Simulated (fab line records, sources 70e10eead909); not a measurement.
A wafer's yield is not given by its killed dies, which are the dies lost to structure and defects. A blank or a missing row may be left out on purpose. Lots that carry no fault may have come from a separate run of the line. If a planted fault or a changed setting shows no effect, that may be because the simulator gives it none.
Matching of chambers    flow nand harc    4 sister chambers for NHARC_A_BLC_ALD_23 on ald metal-03
The step deposits TiN, target thk 3 nm, pulse time 1 s, ald cycles 150. 14 wafers are shown with their chamber, then 7 later ones without.

== EACH WAFER AND ITS CHAMBER ==
wafer   chamber  heater power w (W)  precursor pulse height rel
L078.3  0        960                 1.012
L078.4  2        1070                1.009
L078.6  2        1063                0.991
L083.3  1        1147                1.008
L083.4  0        924                 1.003
L083.5  3        1082                1.019
L084.2  0        903                 1.022
L084.3  1        1154                1.020
L084.5  1        1166                1.013
L087.1  0        913                 0.998
L087.2  2        1094                0.987
L087.5  2        1122                0.975
L094.1  3        1093                1.038
L094.4  0        945                 1.007

SIGNATURES (averages over the wafers above)
reading                     chamber 0  chamber 1  chamber 2  chamber 3  scatter within a chamber
heater power w              929.00     1155.67    1087.25    1087.50    21.3
precursor pulse height rel  1.00840    1.01367    0.99050    1.02850    0.0109
Rule: a wafer's distance from a chamber is the root of the sum, over the readings, of the square of ((its reading less the chamber's mean) divided by the reading's scatter). The wafer belongs to the nearest chamber; if the next one is less than 2 further off, it can't be placed. The scatter is the square root of a quotient: the sum, over the shown wafers, of each reading's squared deviation from its chamber's mean, divided by wafers minus chambers.

== WAFERS WITH NO CHAMBER GIVEN ==
wafer   heater power w (W)  precursor pulse height rel
L094.5  912                 1.022
L096.2  1064                0.971
L096.4  1135                1.026
L096.6  1198                0.995
L097.1  933                 0.997
L097.3  1118                0.978
L097.5  1155                1.008

== WHICH CHAMBER EACH WENT THROUGH ==
wafer    from the rows above       in truth
L094.5   0                         0
L096.2   2                         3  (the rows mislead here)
L096.4   can't be placed: 1 or 3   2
L096.6   1                         1
L097.1   0                         0
L097.3   can't be placed: 2 or 1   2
L097.5   1                         1
Correct placement for 4 of the 7. Not placeable from these rows: 2 (in 1, the candidates include the true chamber). 1 placed wrongly.
